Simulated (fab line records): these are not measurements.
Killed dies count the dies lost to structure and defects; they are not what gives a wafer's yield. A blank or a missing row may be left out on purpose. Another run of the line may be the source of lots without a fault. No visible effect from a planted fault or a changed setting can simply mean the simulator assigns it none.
fab line records -- flow n5_finfet
record lots=11, wafers=33, last_day=17
route steps=1938 shown BEOL_M6@1236 BEOL_M7@1263 PASSIVATION@1936
lots untouched by any fault: they come from a run of this same line in which no faults occurred
start_h: hours from the record's opening day to when the first of the lot's shown wafers began -- wait_h: hours from the lot's prior step to this one -- " unchanged from the row above -- L1.1+2: a single row standing in for several wafers -- - no value present, or no start provided -- * or withheld: withheld -- < > ~ a bound
route shown NAME@n: names a module that has steps shown in the file, with the first one's number in the route -- usual: the fault-free wafers' mean and standard deviation -- same: alike in all rows -- chamber/n: place in a boat -- sites: the reading at each site -- _std_site: standard deviation across them -- _edge_site: inner sites' mean taken away from outer sites' mean -- radius_mm: for every site, how far away it sits from the centre of the wafer -- mask NAME#n: copy n -- behind: the most recent tool/chamber to have shaped the wafer -- hold: what put the lot on hold/how long, in hours/how the hold closed -- device: names the non-switching transistor (n, p or np) -- end of line: the tests these same wafers got at the end of their route -- step lacking rows: just its recipe -- killed: dies that structure and defects cost at the first sort, which is not the same as the wafer's yield -- map: dies across one wafer; x = killed, . = not, _ = none there
set.NAME: the setting that was run; set.NAME@STEP: the one run at that earlier step -- model.NAME: the simulator's own value behind a step, which no gauge read
a sample of lots followed through the steps of the route, with each step as a table and each wafer as a row
services: a tool's chamber out of use, with start hour (start_h, from the record's first day; less than 0 if before it), hours out, and reason
## steps
# step N5_BEOL_M6_VIA_ETCH_34
# recipe chemistry=C4F6/O2, target=SiCOH_lowk, target_depth_a=1263, mask_material=SOC, taper_deg=4, time_s=50.9, ion_energy_ev=250, pressure_mtorr=30, source_w=345, bias_w=185, Ar_flow_sccm=300, C4F6_flow_sccm=10, O2_flow_sccm=10
# usual drypump_motor_current_A=5.7/0.48, oes_product_au=0.77/0.081, rf_fwd_power_W=341.8/1.4, rf_vpp_V=675/19, showerhead_plenum_p_Torr=2.89/0.11, throttle_valve_pct=20.97/0.17
lot.wafer,tool,chamber,start_h,wait_h,drypump_motor_current_A,oes_product_au,rf_fwd_power_W,rf_hours_counter_h,rf_vpp_V,showerhead_plenum_p_Torr,throttle_valve_pct
L318.3,rie_diel-01,2,195.25,0.0,5.0,0.94,342.5,17,666,3.03,20.96
L318.4,rie_diel-01,3,195.25,0.0,5.7,0.74,341.3,194,712,2.94,20.91
L318.6,rie_diel-01,0,195.25,0.0,6.5,0.82,341.9,-,667,2.91,20.82
L321.2,rie_diel-01,3,207.55,0.0,5.7,0.74,342.8,200,712,2.94,20.93
L321.3,rie_diel-01,1,207.55,0.0,5.8,0.71,341.7,210,657,2.72,20.90
L321.5,rie_diel-01,2,207.55,0.0,5.0,0.93,343.3,-,665,3.02,20.98
L325.1,rie_diel-03,0,226.35,0.0,6.2,0.69,341.8,206,669,2.93,21.18
L325.2,rie_diel-03,3,226.35,0.0,5.6,0.67,338.2,226,700,2.93,21.41
L325.6,rie_diel-03,3,226.35,0.0,5.7,0.67,338.8,-,698,2.93,21.40
L326.1,rie_diel-03,1,234.03,0.0,5.2,0.87,341.0,78,687,3.01,20.71
L326.2,rie_diel-03,2,234.03,0.0,6.0,0.76,341.5,178,669,2.72,20.88
L326.5,rie_diel-03,2,234.03,0.0,6.0,0.76,341.0,-,669,2.72,20.87
L327.2,rie_diel-03,2,241.51,0.0,6.0,0.76,344.9,182,668,2.72,20.89
L327.4,rie_diel-03,0,241.51,0.0,6.3,0.69,341.2,213,670,2.92,21.19
L327.5,rie_diel-03,3,241.51,0.0,5.6,0.67,339.8,-,699,2.93,21.42
L329.1,rie_diel-01,2,251.51,0.0,5.1,0.89,342.7,45,665,3.01,21.01
L329.4,rie_diel-01,1,251.51,0.0,5.8,0.69,342.5,233,657,2.71,20.90
L329.5,rie_diel-01,3,251.51,0.0,5.7,0.71,341.9,-,711,2.93,20.96
L330.1,rie_diel-03,0,261.94,0.0,6.3,0.68,339.9,222,670,2.92,21.20
L330.4,rie_diel-03,2,261.94,0.0,6.0,0.75,342.7,190,668,2.71,20.91
L330.5,rie_diel-03,3,261.94,0.0,5.6,0.66,338.5,-,699,2.92,21.43
L334.2,rie_diel-03,0,277.60,0.0,6.3,0.67,340.8,230,670,2.92,21.18
L334.3,rie_diel-03,3,277.60,0.0,5.6,0.66,338.8,249,698,2.92,21.47
L334.5,rie_diel-03,2,277.60,0.0,6.0,0.75,342.0,-,669,2.71,20.92
L333.4,rie_diel-01,0,280.04,0.0,6.5,0.78,344.3,115,665,2.89,20.88
L333.5,rie_diel-01,2,280.04,0.0,5.0,0.87,341.7,-,665,3.01,21.02
L333.6,rie_diel-01,3,280.04,0.0,5.7,0.71,341.8,-,711,2.92,20.97
L337.2,rie_diel-04,0,303.55,0.0,5.6,0.83,342.9,62,666,3.03,21.06
L337.4,rie_diel-04,3,303.55,0.0,5.0,0.70,341.7,223,653,2.72,21.06
L337.6,rie_diel-04,3,303.55,0.0,5.0,0.69,341.6,-,655,2.72,21.05
L340.2,rie_diel-01,2,316.93,0.0,5.0,0.85,339.9,67,663,3.00,21.02
L340.3,rie_diel-01,3,316.93,0.0,5.7,0.70,341.9,246,711,2.92,21.01
L340.4,rie_diel-01,2,316.93,0.0,5.0,0.85,341.2,-,663,3.00,21.01
# step N5_BEOL_M6_SPUTTER_48
# recipe material=Cu, target_thk_a=100, temp_c=-20, bias_v=60, power_w=26000, chamber_pressure_pa=0.13, time_s=1.667
# usual throttle_valve_pct=29.6/1
lot.wafer,tool,chamber,start_h,wait_h,throttle_valve_pct
L318.3,pvd_sputter-01,-,197.00,0.1,30.7
L318.4,pvd_sputter-01,-,197.00,0.1,30.5
L318.6,pvd_sputter-01,-,197.00,0.1,30.6
L321.2,pvd_sputter-03,-,210.16,0.5,27.8
L321.3,pvd_sputter-03,-,210.16,0.5,29.7
L321.5,pvd_sputter-03,-,210.16,0.5,27.7
L325.1,pvd_sputter-03,-,228.16,0.2,29.4
L325.2,pvd_sputter-03,-,228.16,0.2,30.6
L325.6,pvd_sputter-03,-,228.16,0.2,30.6
L326.1,pvd_sputter-03,-,235.80,0.2,29.8
L326.2,pvd_sputter-03,-,235.80,0.2,27.9
L326.5,pvd_sputter-03,-,235.80,0.2,27.4
L327.2,pvd_sputter-02,-,243.64,0.1,29.9
L327.4,pvd_sputter-02,-,243.64,0.1,31.0
L327.5,pvd_sputter-02,-,243.64,0.1,30.9
L329.1,pvd_sputter-03,-,254.91,0.1,27.7
L329.4,pvd_sputter-03,-,254.91,0.1,30.7
L329.5,pvd_sputter-03,-,254.91,0.1,27.4
L330.1,pvd_sputter-03,-,263.56,0.1,29.7
L330.4,pvd_sputter-03,-,263.56,0.1,29.7
L330.5,pvd_sputter-03,-,263.56,0.1,29.6
L334.2,pvd_sputter-03,-,279.70,0.2,30.4
L334.3,pvd_sputter-03,-,279.70,0.2,27.4
L334.5,pvd_sputter-03,-,279.70,0.2,30.0
L333.4,pvd_sputter-01,-,281.63,0.0,28.5
L333.5,pvd_sputter-01,-,281.63,0.0,28.5
L333.6,pvd_sputter-01,-,281.63,0.0,30.6
L337.2,pvd_sputter-03,-,305.46,0.1,29.5
L337.4,pvd_sputter-03,-,305.46,0.1,30.5
L337.6,pvd_sputter-03,-,305.46,0.1,29.9
L340.2,pvd_sputter-03,-,319.24,0.3,27.6
L340.3,pvd_sputter-03,-,319.24,0.3,29.5
L340.4,pvd_sputter-03,-,319.24,0.3,29.7
# step N5_BEOL_M6_INSPECT_58
# recipe inspect_instrument=darkfield, mode=post_dep
# usual raw_defect_count=64/19
lot.wafer,tool,chamber,start_h,wait_h,raw_defect_count
L318.3,defect_inspect-02,-,198.04,0.0,92
L318.4,defect_inspect-02,-,198.04,0.0,84
L318.6,defect_inspect-02,-,198.04,0.0,108
L321.2,defect_inspect-02,-,211.19,0.0,103
L321.3,defect_inspect-02,-,211.19,0.0,63
L321.5,defect_inspect-02,-,211.19,0.0,74
L325.1,defect_inspect-01,-,229.54,0.0,38
L325.2,defect_inspect-01,-,229.54,0.0,67
L325.6,defect_inspect-01,-,229.54,0.0,58
L326.1,defect_inspect-01,-,236.76,0.0,58
L326.2,defect_inspect-01,-,236.76,0.0,59
L326.5,defect_inspect-01,-,236.76,0.0,92
L327.2,defect_inspect-01,-,244.60,0.0,47
L327.4,defect_inspect-01,-,244.60,0.0,80
L327.5,defect_inspect-01,-,244.60,0.0,57
L329.1,defect_inspect-01,-,255.91,0.0,90
L329.4,defect_inspect-01,-,255.91,0.0,80
L329.5,defect_inspect-01,-,255.91,0.0,77
L330.1,defect_inspect-01,-,265.12,0.0,54
L330.4,defect_inspect-01,-,265.12,0.0,79
L330.5,defect_inspect-01,-,265.12,0.0,42
L334.2,defect_inspect-02,-,281.17,0.0,32
L334.3,defect_inspect-02,-,281.17,0.0,29
L334.5,defect_inspect-02,-,281.17,0.0,28
L333.4,defect_inspect-01,-,282.76,0.0,66
L333.5,defect_inspect-01,-,282.76,0.0,71
L333.6,defect_inspect-01,-,282.76,0.0,68
L337.2,defect_inspect-01,-,307.76,0.0,62
L337.4,defect_inspect-01,-,307.76,0.0,33
L337.6,defect_inspect-01,-,307.76,0.0,82
L340.2,defect_inspect-01,-,320.22,0.0,86
L340.3,defect_inspect-01,-,320.22,0.0,83
L340.4,defect_inspect-01,-,320.22,0.0,63
# step N5_BEOL_M7_ILD_DEP_00
# recipe material=SiCOH_lowk, target_thk_a=1797.5, temp_c=300, precursor=DEMS/porogen, pressure_torr=5, rf_w=500, time_s=33.4
# usual heater_power_w=301/53, rf_fwd_power_W=495.3/1.7, showerhead_plenum_p_Torr=5.734/0.017, susceptor_temp_C=299.99/0.19, throttle_valve_pct=14.5/0.91
lot.wafer,tool,chamber,start_h,wait_h,heater_power_w,rf_fwd_power_W,showerhead_plenum_p_Torr,susceptor_temp_C,throttle_valve_pct
L318.3,pecvd-01,0,198.10,0.1,173,492.3,5.720,300.38,13.5
L318.4,pecvd-01,1,198.10,0.1,342,495.2,5.752,299.97,16.0
L318.6,pecvd-01,0,198.10,0.1,182,496.2,5.708,299.97,13.8
L321.2,pecvd-01,0,211.22,0.0,230,494.6,5.704,299.89,13.5
L321.3,pecvd-01,0,211.22,0.0,232,496.4,5.700,300.15,13.5
L321.5,pecvd-01,1,211.22,0.0,375,496.7,5.774,299.89,16.4
L325.1,pecvd-02,0,229.57,0.0,336,493.6,5.732,300.12,15.3
L325.2,pecvd-02,1,229.57,0.0,338,498.5,5.736,300.01,14.2
L325.6,pecvd-02,1,229.57,0.0,338,496.9,5.730,300.30,14.2
L326.1,pecvd-04,0,236.79,0.0,279,498.0,5.742,299.80,14.3
L326.2,pecvd-04,2,236.79,0.0,242,493.4,5.709,299.91,13.7
L326.5,pecvd-04,2,236.79,0.0,254,493.0,5.736,300.36,13.5
L327.2,pecvd-02,1,244.64,0.0,293,496.4,5.740,300.14,14.3
L327.4,pecvd-02,0,244.64,0.0,354,492.5,5.730,299.91,15.1
L327.5,pecvd-02,0,244.64,0.0,356,494.0,5.736,299.82,15.6
L329.1,pecvd-01,2,255.95,0.0,275,495.8,5.736,300.10,13.7
L329.4,pecvd-01,0,255.95,0.0,222,496.9,5.721,300.01,13.8
L329.5,pecvd-01,1,255.95,0.0,293,493.9,5.764,300.04,16.0
L330.1,pecvd-02,1,265.15,0.0,309,494.6,5.756,300.16,14.1
L330.4,pecvd-02,1,265.15,0.0,310,497.1,5.738,299.94,14.3
L330.5,pecvd-02,2,265.15,0.0,365,494.8,5.715,299.88,13.6
L334.2,pecvd-01,2,281.20,0.0,248,497.1,5.742,299.63,13.6
L334.3,pecvd-01,0,281.20,0.0,218,492.7,5.712,300.08,13.7
L334.5,pecvd-01,2,281.20,0.0,253,494.4,5.741,299.67,13.7
L333.4,pecvd-02,0,282.82,0.1,365,496.1,5.723,300.22,14.9
L333.5,pecvd-02,1,282.82,0.1,292,498.6,5.734,297.61,14.2
L333.6,pecvd-02,2,282.82,0.1,394,495.5,5.709,300.24,13.7
L337.2,pecvd-02,0,307.80,0.0,326,493.0,5.725,299.93,15.0
L337.4,pecvd-02,0,307.80,0.0,331,495.0,5.744,300.08,15.1
L337.6,pecvd-02,1,307.80,0.0,270,495.8,5.747,297.47,14.3
L340.2,pecvd-04,1,320.25,0.0,271,495.2,5.722,300.10,15.6
L340.3,pecvd-04,0,320.25,0.0,221,491.9,5.719,299.92,14.3
L340.4,pecvd-04,1,320.25,0.0,270,494.0,5.729,299.85,15.5
# step N5_PASSIVATION_PROBE_49
# usual defect_limited_yield=91.4/1.6, killed_at_M0_to_M3=31/11, killed_at_M4_up=14/5.7, killed_at_contacts=12/6, killed_at_front_end=41/13, killed_at_other=3.3/2.8, killed_dies=101/19, killed_open=67/14, killed_short=33/8.2, sort_bin_5_function=5.0/1.1, sort_bin_6_memory=3.3/0.74, sort_n_pass=1078/20, sort_yield_pct=91.3/1.7
# same gross_dies=1180, killed_at_back_side=0, sort_bin_4_leakage[%]=0, sort_bin_8_speed[%]=0
lot.wafer,tool,chamber,start_h,wait_h,defect_limited_yield[%],killed_at_M0_to_M3,killed_at_M4_up,killed_at_contacts,killed_at_front_end,killed_at_other,killed_dies,killed_open,killed_short,sort_bin_5_function[%],sort_bin_6_memory[%],sort_n_pass,sort_yield_pct[%]
L326.1,prober-01,-,311.04,0.0,93.3,18,12,6,38,5,79,49,23,4.1,2.5,1101,93.3
L326.2,prober-01,-,311.09,0.1,93.7,17,15,15,25,2,74,53,21,4.2,2.1,1106,93.7
L326.5,prober-01,-,311.24,0.2,93.2,23,16,9,28,4,80,46,28,4.0,2.6,1100,93.2
L330.1,prober-01,-,354.77,0.0,91.9,19,21,6,46,3,95,77,17,5.2,2.8,1085,91.9
L330.4,prober-01,-,354.92,0.2,91.4,22,18,7,50,5,102,69,31,5.8,2.9,1078,91.4
L330.5,prober-01,-,354.97,0.2,89.3,32,28,10,52,4,126,83,42,5.9,4.2,1054,89.3
L334.2,prober-01,-,371.98,0.1,89.7,42,13,6,57,3,121,76,44,6.2,3.7,1059,89.7
L334.3,prober-01,-,372.03,0.1,90.3,56,14,8,37,0,115,88,25,5.1,4.4,1065,90.3
L334.5,prober-01,-,372.13,0.2,91.1,29,9,9,56,2,105,79,25,5.2,3.4,1075,91.1
# killed by level:class
L326.1 FIN_SAQP:geometric_particle:short=8 FIN_SAQP:geometric_particle:open=6 STI_FIN_REVEAL:geometric_particle:open=6 MOL_CONTACT_COAG:geometric_particle:open=6 BEOL_M4:geometric_particle:open=5 BEOL_M0:geometric_particle:open=4 BEOL_M2:geometric_particle:open=4 GATE_CUT:geometric_particle:open=3
L326.2 MOL_CONTACT_COAG:geometric_particle:open=11 FIN_SAQP:geometric_particle:open=8 STI_FIN_REVEAL:geometric_particle:open=7 BEOL_M4:geometric_particle:open=7 BEOL_M0_SAQP:geometric_particle:short=5 BEOL_M0_SAQP:geometric_particle:open=5 MOL_CONTACT_COAG:geometric_particle:short=4 BEOL_M0:geometric_particle:open=3
L326.5 BEOL_M3:geometric_particle:open=7 MOL_CONTACT_COAG:geometric_particle:open=6 BEOL_M1:geometric_particle:open=6 FIN_SAQP:geometric_particle:open=4 STI_FIN_REVEAL:geometric_particle:open=4 DUMMY_GATE:geometric_particle:open=4 BEOL_M4:geometric_particle:short=4 FIN_SAQP:geometric_particle:short=3
L330.1 STI_FIN_REVEAL:geometric_particle:open=25 BEOL_M4:geometric_particle:open=12 MOL_CONTACT_COAG:geometric_particle:open=6 FIN_SAQP:geometric_particle:open=5 STARTING-WAFER:geometric_particle:open=5 STI_FIN_REVEAL:geometric_particle:short=3 BEOL_M0_SAQP:geometric_particle:open=3 BEOL_M1:geometric_particle:open=3
L330.4 STI_FIN_REVEAL:geometric_particle:open=25 FIN_SAQP:geometric_particle:short=8 MOL_CONTACT_COAG:geometric_particle:open=7 BEOL_M4:geometric_particle:open=7 BEOL_M3:geometric_particle:open=5 STI_FIN_REVEAL:geometric_particle:short=4 GATE_CUT:geometric_particle:open=4 BEOL_M0_SAQP:geometric_particle:open=4
L330.5 STI_FIN_REVEAL:geometric_particle:open=26 BEOL_M4:geometric_particle:open=13 BEOL_M0_SAQP:geometric_particle:short=9 MOL_CONTACT_COAG:geometric_particle:open=8 GATE_CUT:geometric_particle:short=6 BEOL_M2:geometric_particle:open=6 STI_FIN_REVEAL:geometric_particle:short=4 BEOL_M1:geometric_particle:short=4
L334.2 FIN_SAQP:geometric_particle:open=15 BEOL_M0_SAQP:geometric_particle:open=12 STI_FIN_REVEAL:geometric_particle:open=9 BEOL_M0_SAQP:geometric_particle:short=9 FIN_SAQP:geometric_particle:short=8 BEOL_M1:geometric_particle:open=8 BEOL_M4:geometric_particle:open=7 STI_FIN_REVEAL:geometric_particle:short=5
L334.3 BEOL_M3:geometric_particle:open=16 BEOL_M1:geometric_particle:open=14 STI_FIN_REVEAL:geometric_particle:open=12 FIN_SAQP:geometric_particle:open=8 BEOL_M0_SAQP:geometric_particle:open=8 BEOL_M4:geometric_particle:open=7 MOL_CONTACT_COAG:geometric_particle:open=6 BEOL_M0_SAQP:geometric_particle:short=6
L334.5 STI_FIN_REVEAL:geometric_particle:open=13 BEOL_M3:geometric_particle:open=11 FIN_SAQP:geometric_particle:open=10 FIN_SAQP:geometric_particle:short=9 BEOL_M2:geometric_particle:open=9 MOL_CONTACT_COAG:geometric_particle:open=7 DUMMY_GATE:geometric_particle:open=6 BEOL_M4:geometric_particle:open=6
## services
tool,chamber,start_h,hours,kind
rie_diel-04,-,180.48,69.8,repair
rie_diel-03,1,185.26,8.8,repair
pecvd-01,2,193.53,5.5,scheduled_down
rie_diel-03,3,194.43,6.1,repair
pecvd-04,0,198.77,11.6,repair
pecvd-01,2,202.38,-,clean
pecvd-02,-,212.28,0.4,repair
pecvd-02,0,214.62,2.1,scheduled_down
pecvd-02,2,241.55,5.5,scheduled_down
pecvd-02,-,245.19,5.5,pm
pecvd-02,2,255.88,2.1,scheduled_down
rie_diel-03,3,280.33,-,clean
rie_diel-03,3,280.33,-,consumable_replace:focus_ring
rie_diel-03,3,280.33,19.1,scheduled_down
rie_diel-03,3,280.33,19.1,vent_cycle
pecvd-02,1,289.42,5.5,scheduled_down
pecvd-02,2,292.67,13.2,repair
pecvd-01,0,296.42,5.3,repair
rie_diel-01,2,299.64,2.8,repair
rie_diel-01,1,302.48,-,clean
rie_diel-01,1,302.48,-,consumable_replace:focus_ring
rie_diel-01,1,302.48,-,consumable_replace:showerhead
rie_diel-01,1,302.48,17.3,scheduled_down
rie_diel-01,1,302.48,17.3,vent_cycle
## key
first_sign step=N5_BEOL_M7_ILD_DEP_00, reading=susceptor_temp_C, direction=down, sigmas=13, usual=*, struck=*
effect none on later readings
met_at N5_BEOL_M7_ILD_DEP_00
struck_lots L333,L337
struck_wafers L333.5,L337.6
not_acting_at N5_BEOL_M6_VIA_ETCH_34,N5_BEOL_M6_SPUTTER_48,N5_BEOL_M6_INSPECT_58
onset_between 265.15 282.82
fault kind=process_parameter_drift, tool=pecvd-02, chamber=1, onset_h=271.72, steps=N5_BEOL_M7_ILD_DEP_00, channel=temp_c, offset=*, shape=step, end_h=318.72, acts_in=*, stated=*
